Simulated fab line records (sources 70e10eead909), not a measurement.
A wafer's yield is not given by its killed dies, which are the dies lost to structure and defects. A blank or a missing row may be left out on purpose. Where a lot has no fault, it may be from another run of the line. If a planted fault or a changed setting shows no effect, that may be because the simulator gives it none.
Which tool is to blame? || flow nand harc || 36 wafers from 12 lots sampled at 5 of the route's 1302 steps

== WHAT THE GAUGES READ, wafer by wafer ==
NHARC_END_SORT_01. Usual: defect limited yield 92.9 %, standard deviation 2.4; killed at array 44, standard deviation 16; killed at other 0.6, standard deviation 1.1; killed at periphery 3.9, standard deviation 2.6; killed dies 48, standard deviation 16; killed open 3.1, standard deviation 1.9; killed short 2.4, standard deviation 1.8; sort_bin_2_pct 2.6 %, standard deviation 1; sort_bin_3_pct 0.6 %, standard deviation 0.39; sort_bin_4_pct 4.0 %, standard deviation 1.4; sort n pass 629, standard deviation 16; sort rim yield pct 89 %, standard deviation 4.3; sort yield pct 92.9 %, standard deviation 2.4.
{"lot": "L350", "measured": "day 27 15:32", "on": "prober-01", "defect limited yield (%)": "0 0 0", "killed at array": "44 45 29", "killed at other": "0 2 0", "killed at periphery": "633 630 648", "killed dies": "677 677 677", "killed open": "0 2 1", "killed short": "2 4 2", "sort_bin_2_pct (%)": "95.1 95.3 97.0", "sort_bin_3_pct (%)": "1.0 0.1 0.4", "sort_bin_4_pct (%)": "3.8 4.6 2.5", "sort n pass": "0 0 0", "sort rim yield pct (%)": "0 0 0", "sort yield pct (%)": "0 0 0", "flag": "OFF"}
{"lot": "L356", "measured": "day 29 23:56", "on": "prober-01", "defect limited yield (%)": "0 0 0", "killed at array": "38 38 40", "killed at other": "0 1 0", "killed at periphery": "639 638 637", "killed dies": "677 677 677", "killed open": "7 3 1", "killed short": "2 2 4", "sort_bin_2_pct (%)": "95.9 95.3 96.5", "sort_bin_3_pct (%)": "0.1 0.9 0.9", "sort_bin_4_pct (%)": "4.0 3.8 2.7", "sort n pass": "0 0 0", "sort rim yield pct (%)": "0 0 0", "sort yield pct (%)": "0 0 0", "flag": "OFF"}

== WHICH TOOL RAN EACH LOT (tool, then ch and the chambers of the sampled wafers, then the start) ==
{"lot": "L343", "NHARC_P_M1_ETCH_35": "rie diel-12 ch 0,3, day 6 07:46", "NHARC_P_M1_PVD_21": "pvd sputter-03, day 6 10:24 or earlier", "NHARC_P_M1_PRE_CLEAN_32": "pecvd-04 ch 1,2, day 6 10:24", "NHARC_P_M2_DEP_00": "pecvd-03 ch 0,2, day 6 10:53"}
{"lot": "L345", "NHARC_P_M1_ETCH_35": "rie diel-08 ch 0,1, day 7 04:34", "NHARC_P_M1_PVD_21": "pvd sputter-01, day 7 07:38 or earlier", "NHARC_P_M1_PRE_CLEAN_32": "pecvd-04 ch 0,2, day 7 07:38", "NHARC_P_M2_DEP_00": "pecvd-03 ch 1,2, day 7 08:10"}
{"lot": "L346", "NHARC_P_M1_ETCH_35": "rie diel-12 ch 2,3, day 7 14:40", "NHARC_P_M1_PVD_21": "pvd sputter-03, day 7 17:13 or earlier", "NHARC_P_M1_PRE_CLEAN_32": "pecvd-02 ch 0,1, day 7 17:13", "NHARC_P_M2_DEP_00": "pecvd-03 ch 1,2, day 7 17:42"}
{"lot": "L348", "NHARC_P_M1_ETCH_35": "rie diel-12 ch 1,2,3, day 8 06:48", "NHARC_P_M1_PVD_21": "pvd sputter-02, day 8 09:22 or earlier", "NHARC_P_M1_PRE_CLEAN_32": "pecvd-04 ch 0,1,2, day 8 09:22", "NHARC_P_M2_DEP_00": "pecvd-03 ch 0,1, day 8 09:53"}
{"lot": "L349", "NHARC_P_M1_ETCH_35": "rie diel-12 ch 0,2,3, day 8 18:31", "NHARC_P_M1_PVD_21": "pvd sputter-01, day 8 21:05 or earlier", "NHARC_P_M1_PRE_CLEAN_32": "pecvd-02 ch 0,1,2, day 8 21:05", "NHARC_P_M2_DEP_00": "pecvd-04 ch 0,1,2, day 8 21:41"}
{"lot": "L350", "NHARC_P_M1_ETCH_35": "rie diel-12 ch 1,2, day 9 10:36", "NHARC_P_M1_PVD_21": "pvd sputter-03, day 9 13:10 or earlier", "NHARC_P_M1_PRE_CLEAN_32": "pecvd-02 ch 0,1,2, day 9 13:10", "NHARC_P_M2_DEP_00": "pecvd-02 ch 0,1,2, day 9 13:44"}
{"lot": "L351", "NHARC_P_M1_ETCH_35": "rie diel-12 ch 0,2,3, day 9 10:50", "NHARC_P_M1_PVD_21": "pvd sputter-02, day 9 13:28 or earlier", "NHARC_P_M1_PRE_CLEAN_32": "pecvd-04 ch 0,2, day 9 13:28", "NHARC_P_M2_DEP_00": "pecvd-04 ch 1,2, day 9 13:56"}
{"lot": "L356", "NHARC_P_M1_ETCH_35": "rie diel-12 ch 1,2,3, day 11 18:46", "NHARC_P_M1_PVD_21": "pvd sputter-02, day 11 21:20 or earlier", "NHARC_P_M1_PRE_CLEAN_32": "pecvd-03 ch 0,2, day 11 21:20", "NHARC_P_M2_DEP_00": "pecvd-02 ch 0,1,2, day 11 21:53"}
{"lot": "L362", "NHARC_P_M1_ETCH_35": "rie diel-12 ch 1,2,3, day 14 08:13", "NHARC_P_M1_PVD_21": "pvd sputter-03, day 14 11:05 or earlier", "NHARC_P_M1_PRE_CLEAN_32": "pecvd-03 ch 0,1,2, day 14 11:05", "NHARC_P_M2_DEP_00": "pecvd-03 ch 0,2, day 14 11:45"}
{"lot": "L364", "NHARC_P_M1_ETCH_35": "rie diel-08 ch 0,2, day 14 21:05", "NHARC_P_M1_PVD_21": "pvd sputter-01, day 14 23:38 or earlier", "NHARC_P_M1_PRE_CLEAN_32": "pecvd-04 ch 0,2, day 14 23:38", "NHARC_P_M2_DEP_00": "pecvd-03 ch 0,1,2, day 15 00:11"}
{"lot": "L365", "NHARC_P_M1_ETCH_35": "rie diel-12 ch 1,2,3, day 15 10:43", "NHARC_P_M1_PVD_21": "pvd sputter-03, day 15 13:20 or earlier", "NHARC_P_M1_PRE_CLEAN_32": "pecvd-03 ch 0,1,2, day 15 13:20", "NHARC_P_M2_DEP_00": "pecvd-03 ch 0,1,2, day 15 13:49"}
{"lot": "L366", "NHARC_P_M1_ETCH_35": "rie diel-12 ch 0,1,3, day 16 04:41", "NHARC_P_M1_PVD_21": "pvd sputter-01, day 16 07:14 or earlier", "NHARC_P_M1_PRE_CLEAN_32": "pecvd-02 ch 0,1, day 16 07:14", "NHARC_P_M2_DEP_00": "pecvd-04 ch 0,2, day 16 07:47"}
- NHARC_P_M1_ETCH_35: etches the open film in N2/H2, target depth 40 nm, overetch 12 nm, time 43.94 s.
- NHARC_P_M1_PVD_21: deposits Cu, target thk 30 nm, time 20.49 s.
- NHARC_P_M1_PRE_CLEAN_32: time 12 s.
- NHARC_P_M2_DEP_00: deposits SiOC, target thk 182.5 nm.

== WHAT THE TOOLS THEMSELVES READ (means of the sampled wafers that have a number; where no wafer has one, the mark that the record gives instead) ==
NHARC_P_M1_ETCH_35. Usual: drypump motor current A 5.8 A, standard deviation 0.56; oes product au 1.001 a.u., standard deviation 0.0083; rf vpp V 429.0 V, standard deviation 2.3; showerhead plenum p Torr 1.99 Torr, standard deviation 0.076; throttle valve pct 14.172 %, standard deviation 0.0087.
{"lot": "L343", "tool": "rie diel-12", "drypump motor current A (A)": 5.4, "oes product au (a.u.)": 1.006, "rf vpp V (V)": 427.6, "showerhead plenum p Torr (Torr)": 1.93, "throttle valve pct (%)": 14.172, "flag": ""}
{"lot": "L345", "tool": "rie diel-08", "drypump motor current A (A)": 6.5, "oes product au (a.u.)": 1.011, "rf vpp V (V)": 429.8, "showerhead plenum p Torr (Torr)": 2.01, "throttle valve pct (%)": 14.174, "flag": ""}
{"lot": "L346", "tool": "rie diel-12", "drypump motor current A (A)": 5.1, "oes product au (a.u.)": 1.010, "rf vpp V (V)": 427.1, "showerhead plenum p Torr (Torr)": 1.92, "throttle valve pct (%)": 14.167, "flag": ""}
{"lot": "L348", "tool": "rie diel-12", "drypump motor current A (A)": 5.6, "oes product au (a.u.)": 1.016, "rf vpp V (V)": 427.9, "showerhead plenum p Torr (Torr)": 1.96, "throttle valve pct (%)": 14.167, "flag": ""}
{"lot": "L349", "tool": "rie diel-12", "drypump motor current A (A)": 5.4, "oes product au (a.u.)": 1.003, "rf vpp V (V)": 427.6, "showerhead plenum p Torr (Torr)": 1.95, "throttle valve pct (%)": 14.171, "flag": ""}
{"lot": "L350", "tool": "rie diel-12", "drypump motor current A (A)": 5.7, "oes product au (a.u.)": 0.993, "rf vpp V (V)": 429.0, "showerhead plenum p Torr (Torr)": 1.98, "throttle valve pct (%)": 14.176, "flag": ""}
{"lot": "L351", "tool": "rie diel-12", "drypump motor current A (A)": 5.4, "oes product au (a.u.)": 0.999, "rf vpp V (V)": 427.3, "showerhead plenum p Torr (Torr)": 1.95, "throttle valve pct (%)": 14.174, "flag": ""}
{"lot": "L356", "tool": "rie diel-12", "drypump motor current A (A)": 5.6, "oes product au (a.u.)": 0.995, "rf vpp V (V)": 428.7, "showerhead plenum p Torr (Torr)": 1.96, "throttle valve pct (%)": 14.174, "flag": ""}
{"lot": "L362", "tool": "rie diel-12", "drypump motor current A (A)": 5.6, "oes product au (a.u.)": 0.996, "rf vpp V (V)": 428.1, "showerhead plenum p Torr (Torr)": 1.96, "throttle valve pct (%)": 14.181, "flag": ""}
{"lot": "L364", "tool": "rie diel-08", "drypump motor current A (A)": 5.9, "oes product au (a.u.)": 0.997, "rf vpp V (V)": 427.3, "showerhead plenum p Torr (Torr)": 1.94, "throttle valve pct (%)": 14.173, "flag": ""}
{"lot": "L365", "tool": "rie diel-12", "drypump motor current A (A)": 5.6, "oes product au (a.u.)": 0.995, "rf vpp V (V)": 428.0, "showerhead plenum p Torr (Torr)": 1.95, "throttle valve pct (%)": 14.173, "flag": ""}
{"lot": "L366", "tool": "rie diel-12", "drypump motor current A (A)": 5.9, "oes product au (a.u.)": 1.004, "rf vpp V (V)": 428.9, "showerhead plenum p Torr (Torr)": 1.96, "throttle valve pct (%)": 14.166, "flag": ""}

NHARC_P_M1_PVD_21. Usual: substrate temp c 30.01 C, standard deviation 0.11; throttle valve pct 30.0 %, standard deviation 1.1.
{"lot": "L343", "tool": "pvd sputter-03", "substrate temp c (C)": 30.02, "throttle valve pct (%)": 30.8, "flag": ""}
{"lot": "L345", "tool": "pvd sputter-01", "substrate temp c (C)": 30.04, "throttle valve pct (%)": 29.6, "flag": ""}
{"lot": "L346", "tool": "pvd sputter-03", "substrate temp c (C)": 29.93, "throttle valve pct (%)": 30.7, "flag": ""}
{"lot": "L348", "tool": "pvd sputter-02", "substrate temp c (C)": 30.09, "throttle valve pct (%)": 30.3, "flag": ""}
{"lot": "L349", "tool": "pvd sputter-01", "substrate temp c (C)": 30.11, "throttle valve pct (%)": 30.0, "flag": ""}
{"lot": "L350", "tool": "pvd sputter-03", "substrate temp c (C)": 30.01, "throttle valve pct (%)": 30.3, "flag": ""}
{"lot": "L351", "tool": "pvd sputter-02", "substrate temp c (C)": 29.97, "throttle valve pct (%)": 30.3, "flag": ""}
{"lot": "L356", "tool": "pvd sputter-02", "substrate temp c (C)": 29.87, "throttle valve pct (%)": 30.0, "flag": ""}
{"lot": "L362", "tool": "pvd sputter-03", "substrate temp c (C)": 30.10, "throttle valve pct (%)": 29.5, "flag": ""}
{"lot": "L364", "tool": "pvd sputter-01", "substrate temp c (C)": 29.96, "throttle valve pct (%)": 29.5, "flag": ""}
{"lot": "L365", "tool": "pvd sputter-03", "substrate temp c (C)": 30.03, "throttle valve pct (%)": 31.0, "flag": ""}
{"lot": "L366", "tool": "pvd sputter-01", "substrate temp c (C)": 30.13, "throttle valve pct (%)": 29.4, "flag": ""}

NHARC_P_M1_PRE_CLEAN_32. Usual: heater power outer w 373 W, standard deviation 47; heater power w 638 W, standard deviation 80.
{"lot": "L343", "tool": "pecvd-04", "heater power outer w (W)": 385, "heater power w (W)": 694, "flag": ""}
{"lot": "L345", "tool": "pecvd-04", "heater power outer w (W)": 435, "heater power w (W)": 749, "flag": ""}
{"lot": "L346", "tool": "pecvd-02", "heater power outer w (W)": 365, "heater power w (W)": 640, "flag": ""}
{"lot": "L348", "tool": "pecvd-04", "heater power outer w (W)": 404, "heater power w (W)": 707, "flag": ""}
{"lot": "L349", "tool": "pecvd-02", "heater power outer w (W)": 382, "heater power w (W)": 673, "flag": ""}
{"lot": "L350", "tool": "pecvd-02", "heater power outer w (W)": 409, "heater power w (W)": 707, "flag": ""}
{"lot": "L351", "tool": "pecvd-04", "heater power outer w (W)": 416, "heater power w (W)": 724, "flag": ""}
{"lot": "L356", "tool": "pecvd-03", "heater power outer w (W)": 351, "heater power w (W)": 583, "flag": ""}
{"lot": "L362", "tool": "pecvd-03", "heater power outer w (W)": 347, "heater power w (W)": 588, "flag": ""}
{"lot": "L364", "tool": "pecvd-04", "heater power outer w (W)": 422, "heater power w (W)": 739, "flag": ""}
{"lot": "L365", "tool": "pecvd-03", "heater power outer w (W)": 336, "heater power w (W)": 563, "flag": ""}
{"lot": "L366", "tool": "pecvd-02", "heater power outer w (W)": 371, "heater power w (W)": 650, "flag": ""}

NHARC_P_M2_DEP_00. Usual: chamber pressure Torr reads 4.998 Torr (standard deviation 0.012).
{"lot": "L343", "tool": "pecvd-03", "chamber pressure Torr (Torr)": 4.997, "flag": ""}
{"lot": "L345", "tool": "pecvd-03", "chamber pressure Torr (Torr)": 5.002, "flag": ""}
{"lot": "L346", "tool": "pecvd-03", "chamber pressure Torr (Torr)": 4.996, "flag": ""}
{"lot": "L348", "tool": "pecvd-03", "chamber pressure Torr (Torr)": 4.993, "flag": ""}
{"lot": "L349", "tool": "pecvd-04", "chamber pressure Torr (Torr)": 5.001, "flag": ""}
{"lot": "L350", "tool": "pecvd-02", "chamber pressure Torr (Torr)": 4.999, "flag": ""}
{"lot": "L351", "tool": "pecvd-04", "chamber pressure Torr (Torr)": 5.005, "flag": ""}
{"lot": "L356", "tool": "pecvd-02", "chamber pressure Torr (Torr)": 4.994, "flag": ""}
{"lot": "L362", "tool": "pecvd-03", "chamber pressure Torr (Torr)": 4.998, "flag": ""}
{"lot": "L364", "tool": "pecvd-03", "chamber pressure Torr (Torr)": 4.990, "flag": ""}
{"lot": "L365", "tool": "pecvd-03", "chamber pressure Torr (Torr)": 5.001, "flag": ""}
{"lot": "L366", "tool": "pecvd-04", "chamber pressure Torr (Torr)": 4.994, "flag": ""}

== THE ANSWER, worked out from the rows above alone ==
Rule: a lot counts as off when the mean over its wafers that have a number is more than 3 standard deviations away from the usual mean. A lot without any number at a reading at which 4 lots or more have one is off too. Where the step has rows for the other lots, those lots are counted as sound. The gauges are gone through in route order, then the tools' own readings, and for those a lot's mean is taken as printed above. The first step at which some lot is off is used, and at that step the reading that is off furthest; a lot without a number counts as furthest.
Off: L350, L356 (NHARC_END_SORT_01, killed at periphery). Neither off nor sound, because the step has no rows for them: L343, L345, L346, L348, L349, L351, L362, L364, L365, L366.
A tool fits if, at a process step before that reading, it ran every lot that is off, and no sound lot after the first of them. Those tools and the gauges at NHARC_END_SORT_01 are tried in the same way. Because NHARC_P_M1_PVD_21 lacks a start for some lots, the hours and order of its lots are taken from NHARC_P_M1_PRE_CLEAN_32. Can't be told from this: 3 tools fit, rie diel-12 at NHARC_P_M1_ETCH_35, pecvd-02 at NHARC_P_M2_DEP_00, prober-01 at NHARC_END_SORT_01.

== WHAT THE SIMULATOR HAD PUT IN ==
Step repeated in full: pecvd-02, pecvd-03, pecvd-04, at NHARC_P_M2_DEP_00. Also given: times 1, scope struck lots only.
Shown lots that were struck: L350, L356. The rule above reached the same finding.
